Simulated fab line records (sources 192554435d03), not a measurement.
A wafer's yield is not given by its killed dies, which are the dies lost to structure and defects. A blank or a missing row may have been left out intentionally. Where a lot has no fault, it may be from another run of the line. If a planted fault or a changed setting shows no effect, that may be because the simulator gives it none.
Which tool did it? ; flow n5-finfet ; 10 lots with 30 wafers sampled at 5 steps, on a route of 1938 steps

WHAT THE GAUGES SHOWED, per wafer
N5_BEOL_M0_SAQP_CD_MEAS_29: the cd target is 14.4 nm. Usual: cd-nm at 15.00 nm, with a standard deviation of 0.21.
lot;measured;on;cd-nm (nm);flag
L362;day 6 09:34;cd-sem-02;14.97 15.32 15.19;
L364;day 6 20:50;cd-sem-01;14.80 15.00 14.81;
L365;day 7 02:58;cd-sem-01;14.86 14.82 15.09;
L366;day 7 22:19;cd-sem-03;15.06 14.75 14.71;
L370;day 8 20:52;cd-sem-01;14.98 14.88 15.00;
L376;day 10 10:46;cd-sem-02;15.28 15.21 15.31;
L377;day 10 13:37;cd-sem-03;14.73 14.74 15.25;
L379;day 10 21:29;cd-sem-02;14.82 15.31 14.47;
L381;day 11 11:35;cd-sem-02;14.93 15.23 15.10;
L382;day 11 14:26;cd-sem-02;14.97 14.64 15.15;

N5_BEOL_M0_SAQP_CD_MEAS_40: the cd target is 30 nm. Usual: cd-nm at 29.99 nm, with a standard deviation of 0.24.
lot;measured;on;cd-nm (nm);flag
L362;day 6 09:59;cd-sem-02;29.82 30.13 29.64;
L364;day 6 21:08;cd-sem-01;30.01 29.99 29.83;
L365;day 7 03:24;cd-sem-02;29.93 30.07 29.85;
L366;day 7 22:37;cd-sem-01;29.51 29.73 29.81;
L370;day 8 21:18;cd-sem-03;29.84 30.28 30.16;
L376;day 10 11:11;cd-sem-01;30.35 29.63 30.13;
L377;day 10 13:56;cd-sem-01;29.90 30.07 30.01;
L379;day 10 21:47;cd-sem-01;30.11 30.37 30.01;
L381;day 11 12:04;cd-sem-01;29.90 29.93 30.14;
L382;day 11 14:44;cd-sem-01;29.81 29.60 30.39;

N5_BEOL_M0_CUTY_INSPECT_59: inspects for defects (macro). Usual: raw-defect-count at 2.1, with a standard deviation of 1.4.
lot;measured;on;raw-defect-count;flag
L362;day 6 11:21;defect-inspect-02;1 2 3;
L364;day 6 22:53;defect-inspect-02;2 1 3;
L365;day 7 04:48;defect-inspect-02;0 1 0;
L366;day 8 02:20;defect-inspect-01;0 1 3;
L370;day 8 23:02;defect-inspect-02;0 0 2;
L376;day 10 15:25;defect-inspect-01;2 8 5;
L377;day 10 15:26;defect-inspect-01;4 3 3;
L379;day 11 00:05;defect-inspect-02;3 1 4;
L381;day 11 13:33;defect-inspect-02;0 3 3;
L382;day 11 16:13;defect-inspect-01;1 2 1;

N5_BEOL_M4_RC_MEAS_101. Usual: DIBL_N 36.3 mV/V, standard deviation 1.2; DIBL_P 36.7 mV/V, standard deviation 1.5; IOFF_N 0.164 nA/um, standard deviation 0.02; IOFF_P 0.214 nA/um, standard deviation 0.024; ION_N 673 uA/um, standard deviation 8.5; ION_P 461 uA/um, standard deviation 5.9; SS_N 71.6 mV/dec, standard deviation 0.44; SS_P 73.3 mV/dec, standard deviation 0.55; VT_N 249.4 mV, standard deviation 2.4; VT_P -250.0 mV, standard deviation 2.3.
lot;measured;on;DIBL_N (mV/V);DIBL_P (mV/V);IOFF_N (nA/um);IOFF_P (nA/um);ION_N (uA/um);ION_P (uA/um);SS_N (mV/dec);SS_P (mV/dec);VT_N (mV);VT_P (mV);flag
L362;day 8 06:36;prober-02;37.0 35.4 34.7;37.7 36.0 35.2;0.187 0.150 0.138;0.214 0.183 0.173;688 673 665;461 456 456;72.5 71.9 71.7;73.3 73.1 72.8;246.9 251.1 250.6;-248.0 -253.8 -253.1;
L364;day 9 13:40;prober-01;37.4 37.9 36.1;37.3 38.3 36.5;0.179 0.193 0.152;0.263 0.274 0.238;691 672 689;480 466 474;71.8 72.1 71.8;73.7 74.0 73.6;247.9 243.3 246.9;-244.0 -242.7 -246.4;
L365;day 9 11:40;prober-01;36.4 33.3 35.5;36.7 33.2 35.5;0.144 0.112 0.134;0.225 0.173 0.205;652 676 669;459 465 464;70.8 70.8 71.2;73.0 71.9 72.8;252.7 254.2 252.9;-248.0 -249.8 -250.0;
L366;day 10 09:23;prober-02;34.4 36.3 35.7;35.5 37.5 36.6;0.140 0.174 0.159;0.198 0.229 0.215;668 675 668;457 464 458;71.3 71.7 71.5;72.5 73.4 73.4;252.3 248.8 250.5;-248.4 -248.3 -249.8;
L370;day 10 17:22;prober-02;38.5 36.8 35.9;39.1 37.5 35.4;0.217 0.172 0.151;0.266 0.242 0.201;692 673 667;470 459 456;72.3 72.2 71.6;74.8 74.5 73.4;247.0 250.8 251.7;-248.6 -247.8 -251.3;
L376;day 12 18:50;prober-02;35.7 35.6 35.6;36.6 36.9 36.2;0.176 0.173 0.174;0.214 0.209 0.202;678 675 682;460 461 459;71.9 72.3 72.5;73.4 73.1 73.6;248.0 249.2 247.9;-253.1 -250.9 -251.1;
L377;day 12 16:58;prober-01;33.7 32.4 34.8;35.5 33.5 36.5;0.131 0.114 0.151;0.181 0.160 0.200;664 662 660;458 455 454;71.2 71.1 70.9;72.7 72.2 73.3;252.4 254.5 249.7;-252.3 -253.9 -249.8;
L379;day 12 22:19;prober-02;38.6 36.9 39.0;37.3 36.2 37.4;0.201 0.162 0.196;0.240 0.213 0.229;679 664 666;465 454 460;71.2 70.9 71.8;73.5 73.0 73.7;245.6 249.2 246.6;-246.5 -248.0 -249.1;
L381;day 13 14:47;prober-02;38.4 39.1 37.7;38.8 39.1 37.5;0.186 0.205 0.175;0.236 0.240 0.207;677 685 684;466 467 463;71.4 72.2 71.6;73.5 73.5 72.5;249.3 246.7 248.6;-249.4 -248.1 -252.9;
L382;day 13 19:11;prober-02;36.3 36.1 38.6;38.1 38.3 40.1;0.159 0.160 0.200;0.214 0.214 0.258;680 672 682;465 465 469;71.2 71.2 72.3;73.8 73.3 74.7;251.0 251.5 247.2;-251.5 -250.7 -249.7;

EACH LOT AND THE TOOL THAT RAN IT (in order: tool; ch and the chambers of the sampled wafers; start)
lot;N5_BEOL_M0_SAQP_ALD_48
L362;ald-sin-01 ch 1,2,3, day 6 10:24
L364;ald-sin-02 ch 0,1,3, day 6 21:49
L365;ald-sin-02 ch 0,2, day 7 03:51
L366;ald-sin-02 ch 0,2, day 8 01:16
L370;ald-sin-03 ch 0,2, day 8 22:05
L376;ald-sin-02 ch 0,1,2, day 10 12:10
L377;ald-sin-02 ch 0,1,3, day 10 14:20
L379;ald-sin-02 ch 0,2,3, day 10 23:05
L381;ald-sin-02 ch 0,2,3, day 11 12:29
L382;ald-sin-01 ch 0,1,3, day 11 15:08
- N5_BEOL_M0_SAQP_ALD_48: deposits SiO2, target thk 20 nm, pulse time 1 s, co reactant pulse time 1 s.

AS READ BY THE TOOLS THEMSELVES (means over the sampled wafers that have a number; for cases with no such wafer, the mark the record gives instead)
N5_BEOL_M0_SAQP_ALD_48. Usual: heater-power-w 81 W, standard deviation 7; precursor-pulse-height-rel 0.998, standard deviation 0.019; susceptor-temp-C 100.00 C, standard deviation 0.14.
lot;tool;heater-power-w (W);precursor-pulse-height-rel;susceptor-temp-C (C);flag
L362;ald-sin-01;74;0.992;99.96;
L364;ald-sin-02;84;0.990;100.04;
L365;ald-sin-02;84;0.995;100.00;
L366;ald-sin-02;81;0.991;99.83;
L370;ald-sin-03;75;0.986;99.91;
L376;ald-sin-02;82;1.000;100.08;
L377;ald-sin-02;85;0.994;100.13;
L379;ald-sin-02;85;1.002;100.08;
L381;ald-sin-02;85;1.015;99.83;
L382;ald-sin-01;84;1.009;99.89;

THE ANSWER, worked out from the rows above alone
Rule: take the mean of a lot's wafers that have a number; if it is more than 3 standard deviations from the usual mean, the lot is off. Also off: a lot with no number at a reading for which 4 or more lots have one. Where the step has rows for the other lots, those lots are counted as sound. After the gauges, taken in route order, come the tools' own readings; for these a lot's mean is taken, as printed above. At the first step where some lot is off, the reading lying furthest off is the one used; lots without a number count as furthest.
None of the lots is off at any reading shown; this tells nothing.

WHAT THE SIMULATOR PUT IN
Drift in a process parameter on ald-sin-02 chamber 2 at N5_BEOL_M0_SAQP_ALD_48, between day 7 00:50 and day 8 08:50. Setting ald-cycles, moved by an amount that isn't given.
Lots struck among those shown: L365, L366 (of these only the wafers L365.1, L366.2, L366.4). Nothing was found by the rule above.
